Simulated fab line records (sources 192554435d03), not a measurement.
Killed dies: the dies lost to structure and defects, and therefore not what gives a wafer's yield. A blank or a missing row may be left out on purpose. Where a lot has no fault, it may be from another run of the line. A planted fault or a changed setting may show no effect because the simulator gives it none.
A single fault, viewed from 3 desks | flow n5_finfet | only its own numbers are on each desk; what lay behind them is given at the end

THE DEFECT DESK
Lot by lot, what the route's inspections counted, given as the mean of those sampled wafers with a number. If a lot's mean is further than 4 standard deviations from the usual mean, the lot is out of limits and carries the mark OUT (the distance appears in the brackets).
Columns: A = raw_defect_count at N5_BEOL_M11_INSPECT_58, usual 74
lot  | first seen here | A
L445 | day 10 02:49    | 72
L451 | day 11 18:56    | 63
L452 | day 12 07:27    | 57
L453 | day 12 16:53    | 75
L458 | day 13 22:16    | 61
L459 | day 14 02:10    | 135
L461 | day 14 15:37    | 80
L462 | day 14 20:05    | 50
L463 | day 15 00:34    | 69
L464 | day 15 09:57    | 77
L466 | day 15 18:40    | 103
L468 | day 16 04:04    | 101
This desk's verdict: no lot among the 12 shows anything out of limits.

THE METROLOGY DESK
What the gauges read for every lot (on any tool): the sampled wafers with a number, averaged. If a lot's mean is further than 4 standard deviations from the usual mean, the lot is out of limits and carries the mark OUT (the distance appears in the brackets).
Columns: A = cd_nm at N5_BEOL_M12_CD_MEAS_28, usual 161.2 nm
lot  | first seen here | A
L445 | day 10 04:32    | 162.3
L451 | day 11 20:26    | 162.6
L452 | day 12 08:58    | 163.0
L453 | day 12 18:40    | 161.4
L458 | day 13 23:53    | 159.3
L459 | day 14 03:48    | 162.3
L461 | day 14 17:07    | 159.2
L462 | day 14 21:27    | 162.8
L463 | day 15 01:58    | 162.2
L464 | day 15 11:20    | 161.8
L466 | day 15 20:11    | 159.0
L468 | day 16 05:34    | 161.4
This desk's verdict: no lot among the 12 shows anything out of limits.

AT THE TOOL OWNER'S DESK: litho_track-03
The tool's own readings at N5_BEOL_M12_COAT_66 (time 60 s, resist thk 110 nm): means of the sampled wafers that have a number, for each lot that ran on this tool. If a lot's mean is further than 4 standard deviations from the usual mean, the lot is out of limits and carries the mark OUT (the distance appears in the brackets).
Columns: A = spin_speed_rpm at N5_BEOL_M12_COAT_66, usual 1500.2 rpm
lot  | first seen here | A
L445 | day 10 04:07    | 1500.5
L451 | day 11 20:09    | 1649.1 (+99 or more) OUT
L452 | day 12 08:32    | 1647.5 (+99 or more) OUT
L462 | day 14 21:10    | 1500.7
L466 | day 15 19:46    | 1499.4
This desk's finding: out of limits on L451, L452; first on L451, day 11 20:09 (spin_speed_rpm at N5_BEOL_M12_COAT_66). Within limits: L445, L462, L466.

PUT TOGETHER
The tool owner's desk could have raised an alarm at day 11 20:09, on L451, L452.
Nothing out of limits was seen by the defect desk.
From the metrology desk's view, nothing was out of limits.
The defect desk has L451, L452 on record, within its limits.
The metrology desk has L451, L452 on record, within its limits.
All the named lots went through N5_BEOL_M12_COAT_66 on litho_track-03.

WHAT THE SIMULATOR HAD INSERTED
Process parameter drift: litho_track-03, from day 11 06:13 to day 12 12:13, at N5_BEOL_M12_COAT_66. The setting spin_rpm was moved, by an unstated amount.
Lots struck among those shown: L451, L452.
How many hours passed from the start of the fault until each desk's first out-of-limits reading: the tool owner's desk, 14.
